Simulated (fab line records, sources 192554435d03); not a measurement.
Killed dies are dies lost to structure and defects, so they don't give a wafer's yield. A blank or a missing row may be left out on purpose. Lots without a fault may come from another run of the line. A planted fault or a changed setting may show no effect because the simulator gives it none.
Chamber matching | flow n5_finfet | N5_HKMG_FIN_ALD_79 on ald_metal-01: 4 sister chambers
The step deposits TiN, target thk 1.5 nm, pulse time 1 s, purge time 3 s. 27 wafers are shown with their chamber, then 12 later ones without.

WAFERS WITH THEIR CHAMBER
wafer  | chamber | heater_power_w (W) | precursor_pulse_height_rel
L075.1 | 2       | 709                | 1.018
L075.2 | 3       | 813                | 1.049
L075.3 | 0       | 879                | 0.976
L075.4 | 1       | 819                | 1.023
L075.5 | 1       | 807                | 0.980
L075.6 | 2       | 716                | 1.012
L076.1 | 3       | 855                | 0.984
L076.4 | 2       | 720                | 0.974
L076.5 | 0       | 886                | 0.978
L077.1 | 1       | 821                | 1.014
L077.4 | 0       | 864                | 1.017
L077.5 | 3       | 849                | 0.959
L079.1 | 0       | 875                | 0.997
L079.4 | 3       | 828                | 0.983
L079.6 | 0       | 867                | 1.025
L081.1 | 2       | 697                | 0.993
L081.2 | 0       | 913                | 1.001
L081.3 | 1       | 813                | 0.998
L081.4 | 3       | 831                | 0.997
L081.5 | 3       | 856                | 0.991
L081.6 | 2       | 717                | 1.031
L089.2 | 1       | 804                | 0.985
L089.3 | 2       | 708                | 0.992
L089.6 | 1       | 803                | 1.006
L090.3 | 2       | 702                | 1.018
L090.4 | 0       | 911                | 0.990
L090.5 | 0       | 885                | 0.999

SIGNATURES (means of the wafers above)
reading                    | chamber 0 | chamber 1 | chamber 2 | chamber 3 | scatter within a chamber
heater_power_w             | 885.00    | 811.17    | 709.86    | 838.67    | 14.1
precursor_pulse_height_rel | 0.99787   | 1.00100   | 1.00543   | 0.99383   | 0.0211
Rule: a wafer's distance from a chamber is the root of the sum, over the readings, of the square of ((its reading less the chamber's mean) divided by the reading's scatter). The wafer belongs to the nearest chamber; if the next one is less than 2 further off, it can't be placed. The scatter: the root of (the sum of the squares of (reading less its chamber's mean) over the shown wafers, divided by (wafers less chambers)).

WAFERS WITHOUT THEIR CHAMBER
wafer  | heater_power_w (W) | precursor_pulse_height_rel
L091.1 | 843                | 1.025
L091.2 | 883                | 0.978
L091.6 | 794                | 0.997
L092.1 | 826                | 1.011
L092.2 | 857                | 1.006
L092.6 | 779                | 1.012
L095.2 | 870                | 1.010
L095.5 | 897                | 1.006
L095.6 | 822                | 1.015
L096.2 | 897                | 0.991
L096.4 | 832                | 1.029
L096.5 | 888                | 1.015

WHICH CHAMBER EACH WENT THROUGH
wafer  | from the rows above          | in truth
L091.1 | can't be placed: 3 or 1 or 0 | 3
L091.2 | 0                            | 0
L091.6 | can't be placed: 1 or 3      | 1
L092.1 | can't be placed: 1 or 3      | 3
L092.2 | can't be placed: 3 or 0 or 1 | 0
L092.6 | can't be placed: 1 or 3      | 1
L095.2 | can't be placed: 0 or 3      | 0
L095.5 | 0                            | 0
L095.6 | can't be placed: 1 or 3      | 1
L096.2 | 0                            | 0
L096.4 | can't be placed: 3 or 1      | 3
L096.5 | 0                            | 0
Placed correctly: 4 of 12. Can't be placed from these rows: 8 (the true chamber is among the candidates in 8). Placed wrongly: 0.
